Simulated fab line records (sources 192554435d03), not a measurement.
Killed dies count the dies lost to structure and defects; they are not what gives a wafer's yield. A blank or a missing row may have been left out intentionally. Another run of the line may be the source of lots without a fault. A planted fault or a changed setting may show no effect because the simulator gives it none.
Which of the tools did it? || flow n5Finfet || route of 1938 steps, sampled at 1 step: 12 lots, 36 wafers

== WHAT EACH GAUGE READ, for each wafer ==
N5_BEOL_M14_INSPECT_30: inspects for defects (macro).
{"lot": "L075", "measured": "day 12 08:17", "on": "defectInspect-02", "rawDefectCount": "2 4 2"}
{"lot": "L076", "measured": "day 12 18:48", "on": "defectInspect-02", "rawDefectCount": "1 5 2"}
{"lot": "L078", "measured": "day 13 10:08", "on": "defectInspect-01", "rawDefectCount": "3 0 4"}
{"lot": "L081", "measured": "day 13 19:17", "on": "defectInspect-01", "rawDefectCount": "2 3 2"}
{"lot": "L083", "measured": "day 14 05:55", "on": "defectInspect-01", "rawDefectCount": "2 3 1"}
{"lot": "L085", "measured": "day 14 23:14", "on": "defectInspect-02", "rawDefectCount": "1 1 6"}
{"lot": "L088", "measured": "day 15 02:58", "on": "defectInspect-02", "rawDefectCount": "5 4 2"}
{"lot": "L089", "measured": "day 15 11:20", "on": "defectInspect-02", "rawDefectCount": "1 0 1"}
{"lot": "L090", "measured": "day 15 21:09", "on": "defectInspect-01", "rawDefectCount": "1 3 4"}
{"lot": "L093", "measured": "day 16 09:35", "on": "defectInspect-02", "rawDefectCount": "1 1 3"}
{"lot": "L095", "measured": "day 17 00:47", "on": "defectInspect-01", "rawDefectCount": "1 4 1"}
{"lot": "L096", "measured": "day 18 03:25", "on": "defectInspect-01", "rawDefectCount": "2 2 4"}

== EACH LOT AND THE TOOL THAT RAN IT (in order: tool; ch and the chambers of the sampled wafers; start) ==
Record: no process step prior to these readings.

== THE ANSWER, worked out from the rows above alone ==
Rule: what is usual is taken from the lots themselves. Put in order of their means at a reading, lots are off if they are a third of the lots or fewer, leave a main group of 4 or more, and stand apart from it by a gap of 3 or more times the standard deviation of the main group's means; of several such gaps the widest counts. A main group is skipped when, at the precision printed for the reading in the tables above, its means are all equal. Also off: a lot with no number at a reading for which 4 or more lots have one. The other lots that the step has rows for count as sound.
Nothing can be told from this: no lot is off at any reading shown.

== WHAT THE SIMULATOR HAD INSERTED ==
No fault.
